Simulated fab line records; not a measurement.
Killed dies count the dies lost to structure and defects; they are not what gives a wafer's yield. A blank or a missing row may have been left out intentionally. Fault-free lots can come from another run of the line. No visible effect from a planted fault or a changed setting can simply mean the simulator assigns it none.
fab line records	flow nandHarc
record lots=13	wafers=39	lastDay=33
route steps=1302 shown A_CHANNEL_FILL_D2@613 A_M1@1200 A_BONDPAD@1216 END@1302
lots untouched by any fault: they come from a run of this same line in which no faults occurred
startH: the number of hours between the record's first day and the start of the first shown wafer of the lot	waitH: hours from the lot's prior step to this one	" the same as in the row above	L1.1+2: several wafers, shown together as one row	- either no value or no given start	* or withheld: withheld	< > ~ a bound
route shown NAME@n: names a module that has steps shown in the file, with the first one's number in the route	usual: mean/standard deviation taken from wafers without a fault	same: alike in all rows	chamber/n: place in a boat	sites: per-site readings	_std_site: their standard deviation	_edge_site: mean of outer sites minus mean of inner sites	radiusMm: for every site, how far away it sits from the centre of the wafer	mask NAME#n: copy n	behind: tool/chamber where the wafer was last shaped	hold: cause of the lot's hold/its duration in hours/its outcome	device: names the non-switching transistor (n, p or np)	end of line: the route-end tests of the same wafers	a step without rows: its recipe alone	killed: not the wafer's yield, but the dies lost to structure and defects at the first sort	map: shows each die of a wafer: x if killed, . if not, _ if none is there
set.NAME: the run value of the setting; set.NAME@STEP: its run value at that earlier step	model.NAME: the simulator's own value behind a step, which no gauge read
steps of the route over a sample of lots; a table a step, a row a wafer
services: the hour from which a tool's chamber was out of use, counted from the record's first day as startH (under 0 if before that day), plus the number of hours and why
## steps
# step NHARC_A_CHANNEL_FILL_D2_ALD_03
# recipe targetThkA=60	pulseTimeS=60	aldCycles=58	tempC=630	pressureTorr=2	material=SiNx
# usual precursorPulseHeightRel=0.998/0.02
# same pulseTimeS=60
lot.wafer	tool	chamber	startH	waitH	precursorPulseHeightRel
L864.3	aldSinBatch-03	0	326.99	-	1.013
L864.4	"	0	"	"	0.996
L864.6	"	0	"	"	1.008
L865.1	aldSinBatch-02	0	331.88	-	0.990
L865.2	"	0	"	"	1.020
L865.6	"	0	"	"	1.018
L867.3	aldSinBatch-03	0	348.27	-	0.991
L867.4	"	0	"	"	0.992
L867.5	"	0	"	"	0.997
L868.2	aldSinBatch-03	0	348.27	-	1.003
L868.4	"	0	"	"	1.001
L868.5	"	0	"	"	0.999
L869.1	aldSinBatch-03	0	352.39	-	0.992
L869.2	"	0	"	"	0.991
L869.3	"	0	"	"	1.011
L875.1	aldSinBatch-01	0	424.29	-	0.982
L875.2	"	0	"	"	0.950
L875.4	"	0	"	"	1.007
L878.1	aldSinBatch-01	0	450.49	-	0.977
L878.3	"	0	"	"	1.023
L878.5	"	0	"	"	0.984
L881.1	aldSinBatch-01	0	487.18	-	1.031
L881.3	"	0	"	"	1.010
L881.5	"	0	"	"	1.001
L882.4	aldSinBatch-03	0	491.89	-	1.002
L882.5	"	0	"	"	0.998
L882.6	"	0	"	"	1.012
L883.1	aldSinBatch-03	0	491.89	-	1.016
L883.2	"	0	"	"	0.988
L883.3	"	0	"	"	0.979
L884.1	aldSinBatch-03	0	511.02	-	0.990
L884.4	"	0	"	"	1.005
L884.6	"	0	"	"	1.006
L885.2	aldSinBatch-02	0	526.88	-	1.042
L885.5	"	0	"	"	1.005
L885.6	"	0	"	"	1.009
L886.2	aldSinBatch-02	0	526.88	-	0.986
L886.3	"	0	"	"	0.977
L886.5	"	0	"	"	0.998
# step NHARC_A_M1_PRE_CLEAN_32
# recipe timeS=12	tempC=370	rfPowerW=300	gas=NH3
# usual heaterPowerW=623/68
lot.wafer	tool	chamber	startH	waitH	heaterPowerW	sinceWetCleanH
L865.1	pecvd-04	0	555.16	0.1	619	59
L865.2	"	1	"	"	692	59
L865.6	"	2	"	"	582	-
L864.3	pecvd-04	2	556.56	0.1	637	60
L864.4	"	2	"	"	633	-
L864.6	"	0	"	"	666	-
L867.3	pecvd-04	2	566.24	0.1	618	70
L867.5	"	0	"	"	534	-
L867.4	"	1	"	"	674	-
L868.2	pecvd-03	0	571.20	0.1	541	11
L868.4	"	2	"	"	807	-
L868.5	"	0	"	"	521	-
L869.1	pecvd-03	0	572.41	0.1	572	12
L869.3	"	1	"	"	601	12
L869.2	"	2	"	"	735	12
L875.2	pecvd-02	2	648.76	0.1	577	47
L875.1	"	0	"	"	628	47
L875.4	"	1	"	"	661	-
L878.1	pecvd-04	1	686.68	0.1	614	10
L878.3	"	2	"	"	547	10
L878.5	"	1	"	"	645	-
L881.3	pecvd-04	1	708.38	0.1	707	31
L881.1	"	2	"	"	557	31
L881.5	"	2	"	"	555	-
L882.6	pecvd-02	1	721.26	0.1	655	-
L882.5	"	2	"	"	546	-
L882.4	"	0	"	"	657	-
L883.2	pecvd-03	2	722.44	0.1	730	162
L883.1	"	0	"	"	537	162
L883.3	"	1	"	"	659	162
L884.1	pecvd-02	2	736.22	0.1	568	134
L884.6	"	0	"	"	636	-
L884.4	"	1	"	"	605	-
L885.2	pecvd-02	0	755.47	0.1	609	153
L885.5	"	1	"	"	617	-
L885.6	"	2	"	"	558	-
L886.2	pecvd-04	1	756.65	0.6	686	80
L886.3	"	2	"	"	606	80
L886.5	"	2	"	"	601	-
# step NHARC_A_BONDPAD_OVL_MEAS_35
# usual overlayXNm=-1/5.1	overlayYNm=2/6.2
lot.wafer	tool	chamber	startH	waitH	overlayXNm	overlayYNm
L865.1	overlay-02	-	556.98	-	-3	18
L865.2	"	-	"	"	-3	18
L865.6	"	-	"	"	-3	19
L864.3	overlay-02	-	558.49	-	2	9
L864.4	"	-	"	"	2	9
L864.6	"	-	"	"	2	9
L867.3	overlay-02	-	568.18	-	-10	-3
L867.4	"	-	"	"	-10	-2
L867.5	"	-	"	"	-9	-2
L868.2	overlay-02	-	573.14	-	-8	0
L868.4	"	-	"	"	-8	0
L868.5	"	-	"	"	-8	0
L869.1	overlay-01	-	574.37	-	-3	6
L869.2	"	-	"	"	-3	5
L869.3	"	-	"	"	-4	5
L875.1	overlay-02	-	650.85	-	-4	4
L875.2	"	-	"	"	-3	4
L875.4	"	-	"	"	-4	5
L878.1	overlay-02	-	688.50	-	5	-3
L878.3	"	-	"	"	5	-3
L878.5	"	-	"	"	6	-3
L881.1	overlay-01	-	710.33	-	-8	8
L881.3	"	-	"	"	-8	8
L881.5	"	-	"	"	-8	8
L882.4	overlay-02	-	723.17	-	-9	2
L882.5	"	-	"	"	-9	2
L882.6	"	-	"	"	-9	2
L883.1	overlay-02	-	724.39	-	0	10
L883.2	"	-	"	"	1	11
L883.3	"	-	"	"	1	10
L884.1	overlay-01	-	738.14	-	6	-1
L884.4	"	-	"	"	6	0
L884.6	"	-	"	"	5	-1
L885.2	overlay-02	-	757.50	-	-10	8
L885.5	"	-	"	"	-9	8
L885.6	"	-	"	"	-10	9
L886.2	overlay-02	-	758.58	-	7	-3
L886.3	"	-	"	"	6	-3
L886.5	"	-	"	"	7	-2
# step NHARC_A_BONDPAD_STRIP_15
# recipe o2FlowSccm=500	arFlowSccm=0	biasW=0	chemistry=O2
# usual drypumpMotorCurrentA=5.9/0.46	oesProductAu=0.999/0.01	rfVppV=57.7/0.89	showerheadPlenumPTorr=3.46/0.15	throttleValvePct=17.036/0.0097
lot.wafer	tool	chamber	startH	waitH	drypumpMotorCurrentA	oesProductAu	rfHoursCounterH	rfVppV	showerheadPlenumPTorr	throttleValvePct
L865.1	rieDiel-05	2	557.52	0.1	6.6	1.004	4	56.4	3.42	17.040
L865.2	"	3	"	"	5.9	1.006	3	58.6	3.30	17.048
L865.6	"	0	"	"	5.2	1.005	-	59.2	3.75	17.014
L864.3	rieDiel-05	3	559.03	0.1	5.9	1.001	4	58.0	3.30	17.036
L864.4	"	1	"	"	6.5	0.992	4	57.8	3.51	17.039
L864.6	"	3	"	"	5.9	1.008	-	58.2	3.30	17.027
L867.3	rieDiel-05	0	568.69	0.1	5.2	1.010	4	58.5	3.75	17.040
L867.4	"	2	"	"	6.6	1.003	4	57.5	3.42	17.028
L867.5	"	0	"	"	5.2	1.012	-	58.5	3.75	17.043
L868.2	rieDiel-07	1	573.66	0.1	6.0	0.998	30	57.0	3.47	17.027
L868.4	"	3	"	"	5.9	1.017	30	57.8	3.62	17.034
L868.5	"	1	"	"	6.0	0.999	-	56.5	3.47	17.038
L869.2	rieDiel-05	0	574.88	0.1	5.2	1.008	4	58.3	3.75	17.041
L869.1	"	1	"	"	6.5	0.991	5	57.7	3.51	17.041
L869.3	"	3	"	"	5.9	1.003	4	56.5	3.30	17.033
L875.4	rieDiel-10	3	651.39	0.1	5.9	0.991	10	58.0	3.36	17.042
L875.2	"	0	"	"	5.6	0.993	9	56.2	3.33	17.038
L875.1	"	2	"	"	5.9	0.981	9	56.3	3.28	17.035
L878.3	rieDiel-05	3	689.02	0.1	5.9	1.003	3	57.3	3.29	17.036
L878.1	"	1	"	"	6.5	0.995	3	57.9	3.51	17.016
L878.5	"	3	"	"	5.9	1.002	-	59.0	3.29	17.026
L881.1	rieDiel-05	1	710.84	0.1	6.5	0.999	4	57.9	3.51	17.029
L881.3	"	2	"	"	6.6	0.999	3	57.6	3.42	17.048
L881.5	"	2	"	"	6.6	0.985	-	58.8	3.42	17.026
L882.4	rieDiel-10	1	723.74	0.1	5.7	0.980	24	57.4	3.61	17.027
L882.6	"	2	"	"	5.9	0.989	-	57.8	3.27	17.043
L882.5	"	3	"	"	5.8	1.004	-	57.7	3.35	17.029
L883.2	rieDiel-10	2	724.91	0.1	5.9	0.990	24	58.3	3.27	17.044
L883.3	"	3	"	"	5.8	1.000	23	58.5	3.35	17.040
L883.1	"	1	"	"	5.6	0.982	24	58.8	3.61	17.051
L884.4	rieDiel-05	2	738.68	0.1	6.6	0.992	4	55.6	3.42	17.036
L884.1	"	3	"	"	5.9	1.005	4	56.7	3.29	17.026
L884.6	"	2	"	"	6.6	0.999	-	57.1	3.42	17.034
L885.2	rieDiel-07	0	758.01	0.1	5.1	1.003	29	58.5	3.44	17.036
L885.5	"	0	"	"	5.1	0.999	-	57.2	3.44	17.053
L885.6	"	1	"	"	6.1	1.005	-	57.5	3.45	17.029
L886.2	rieDiel-10	1	759.09	0.1	5.6	0.990	30	56.6	3.61	17.026
L886.3	"	3	"	"	5.8	1.004	29	55.6	3.35	17.041
L886.5	"	3	"	"	5.8	1.005	-	57.2	3.35	17.045
# step NHARC_END_SORT_01
# recipe tempC=25
# usual killedAtArray=54/21	killedAtOther=1.0/1.2	killedAtPeriphery=3.6/2.6	killedDies=58/20	killedOpen=3.3/1.9	killedShort=2.6/1.5
# same grossDies=677
lot.wafer	tool	chamber	startH	waitH	killedAtArray	killedAtOther	killedAtPeriphery	killedDies	killedOpen	killedShort
L867.3	prober-02	0	603.03	3.1	131	0	2	133	1	2
L867.4	prober-02	0	603.84	3.4	126	2	5	133	2	5
L867.5	prober-02	0	604.64	3.7	129	3	6	138	5	5
L868.2	prober-01	0	603.34	2.8	177	0	2	179	2	3
L868.4	prober-01	0	604.95	3.4	170	0	1	171	1	3
L868.5	prober-01	0	605.75	3.7	175	0	4	179	4	3
L869.1	prober-02	0	609.27	2.5	105	0	9	114	4	4
L869.2	prober-02	0	610.07	2.8	117	1	10	128	4	1
L869.3	prober-02	0	610.87	3.1	105	3	6	114	3	1
# killed by level:class
L867.3 A_CHANNEL_FILL_D2:unspecified=82 A_SLIT:chamberFilmFlake=25 A_CHANNEL_HOLE_D2:chamberFilmFlake=10 A_M0:chamberFilmFlake=3 A_STAIRCASE:chamberFilmFlake=3 A_CONTACT:chamberFilmFlake=3 A_CHANNEL_HOLE_D1:chamberFilmFlake=2 P_CONTACT:geometricParticle:open=1
L868.2 A_CHANNEL_FILL_D2:unspecified=91 A_CHANNEL_HOLE_D2:chamberFilmFlake=31 A_CHANNEL_HOLE_D1:chamberFilmFlake=24 A_SLIT:chamberFilmFlake=21 A_STAIRCASE:chamberFilmFlake=4 P_GATE:chamberFilmFlake=2 A_SOURCE_PLATE:geometricParticle:short=1 A_CHANNEL_FILL_D1:geometricParticle:short=1
L867.4 A_CHANNEL_FILL_D2:unspecified=86 A_SLIT:chamberFilmFlake=12 A_STAIRCASE:chamberFilmFlake=7 A_CONTACT:chamberFilmFlake=7 A_CHANNEL_HOLE_D2:chamberFilmFlake=5 A_M0:chamberFilmFlake=3 A_ONON_D1:geometricParticle:short=2 P_GATE:chamberFilmFlake=2
L867.5 A_CHANNEL_FILL_D2:unspecified=83 A_SLIT:chamberFilmFlake=16 A_CHANNEL_HOLE_D2:chamberFilmFlake=7 A_CONTACT:chamberFilmFlake=6 A_STAIRCASE:chamberFilmFlake=4 THIN_TSV:chamberFilmFlake=3 P_M0:geometricParticle:open=2 A_ONON_D1:geometricParticle:short=2
L868.4 A_CHANNEL_FILL_D2:unspecified=83 A_SLIT:chamberFilmFlake=26 A_CHANNEL_HOLE_D2:chamberFilmFlake=24 A_CHANNEL_HOLE_D1:chamberFilmFlake=24 A_STAIRCASE:chamberFilmFlake=5 A_DECK1_JOINT:geometricParticle:short=2 A_DECK1_JOINT:chamberFilmFlake=2 A_CONTACT:chamberFilmFlake=2
L868.5 A_CHANNEL_FILL_D2:unspecified=83 A_CHANNEL_HOLE_D1:chamberFilmFlake=31 A_SLIT:chamberFilmFlake=28 A_CHANNEL_HOLE_D2:chamberFilmFlake=22 A_WL_FILL:geometricParticle:short=2 P_GATE:chamberFilmFlake=2 A_DECK1_JOINT:chamberFilmFlake=2 A_STAIRCASE:chamberFilmFlake=2
L869.1 A_CHANNEL_FILL_D2:unspecified=82 P_GATE:chamberFilmFlake=5 A_CHANNEL_HOLE_D1:chamberFilmFlake=4 A_CHANNEL_HOLE_D2:chamberFilmFlake=4 A_STAIRCASE:chamberFilmFlake=3 A_CONTACT:chamberFilmFlake=3 P_M1:chamberFilmFlake=2 A_WL_FILL:chamberFilmFlake=2
L869.2 A_CHANNEL_FILL_D2:unspecified=85 A_CHANNEL_HOLE_D2:chamberFilmFlake=17 P_GATE:chamberFilmFlake=6 A_CONTACT:chamberFilmFlake=5 P_M1:chamberFilmFlake=3 A_DECK1_JOINT:chamberFilmFlake=3 A_STAIRCASE:chamberFilmFlake=2 P_M0:geometricParticle:open=1
L869.3 A_CHANNEL_FILL_D2:unspecified=84 A_CHANNEL_HOLE_D2:chamberFilmFlake=10 P_GATE:chamberFilmFlake=5 A_CHANNEL_HOLE_D1:chamberFilmFlake=4 THIN_TSV:chamberFilmFlake=3 A_CHANNEL_HOLE_D1:geometricParticle:open=1 A_ONON_D2:geometricParticle:open=1 A_CHANNEL_HOLE_D2:geometricParticle:open=1
## services
tool	chamber	startH	hours	kind
rieDiel-05	0	334.94	2.3	repair
rieDiel-05	-	337.37	36.2	repair
rieDiel-10	3	385.13	7.2	repair
rieDiel-05	1	396.39	4.9	repair
rieDiel-05	-	406.60	9.0	pm
pecvd-02	-	408.11	13.0	pm
rieDiel-10	-	419.96	9.0	pm
pecvd-04	-	430.49	0.8	repair
pecvd-02	-	436.18	0.5	repair
rieDiel-05	-	443.89	0.4	repair
pecvd-04	-	444.55	1.4	repair
pecvd-02	1	461.19	2.4	repair
pecvd-04	-	483.09	13.0	pm
rieDiel-05	2	493.26	2.4	repair
rieDiel-05	0	500.85	3.4	repair
rieDiel-05	3	539.82	3.3	repair
rieDiel-10	-	542.03	2.6	repair
pecvd-02	-	551.95	0.9	repair
pecvd-02	-	560.78	1.1	repair
rieDiel-05	-	583.60	9.0	pm
pecvd-04	0	631.17	13.1	repair
aldSinBatch-03	-	663.43	2.7	repair
pecvd-04	-	664.09	13.0	pm
pecvd-04	-	731.23	0.5	repair
## key
firstSign step=NHARC_END_SORT_01	reading=killedDies	direction=up	sigmas=4.2	usual=58	struck=143
effect step=NHARC_END_SORT_01	reading=killedAtArray	direction=up	sigmas=4.1	usual=54	struck=137
moreKillsBornAt NHARC_A_CHANNEL_FILL_D2_ALD_03@aldSinBatch-03=759
metAt NHARC_A_CHANNEL_FILL_D2_ALD_03
struckLots L867,L868,L869
testerLeftOut L867,L868,L869
notActingAt NHARC_A_M1_PRE_CLEAN_32,NHARC_A_BONDPAD_OVL_MEAS_35,NHARC_A_BONDPAD_STRIP_15
fault kind=chamberParticleSource	tool=aldSinBatch-03	chamber=-	onsetH=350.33	steps=NHARC_A_CHANNEL_FILL_D2_ALD_03	ratePerVisitCm2=0.91757	endH=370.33
# testerLeftOut: of these lots the tester's yield and bins aren't shown, on N5 and GAA mostly nor the transistor test; their killed dies are dies lost to structure and defects alone, not to doping, threshold or leakage, so they don't give the yield
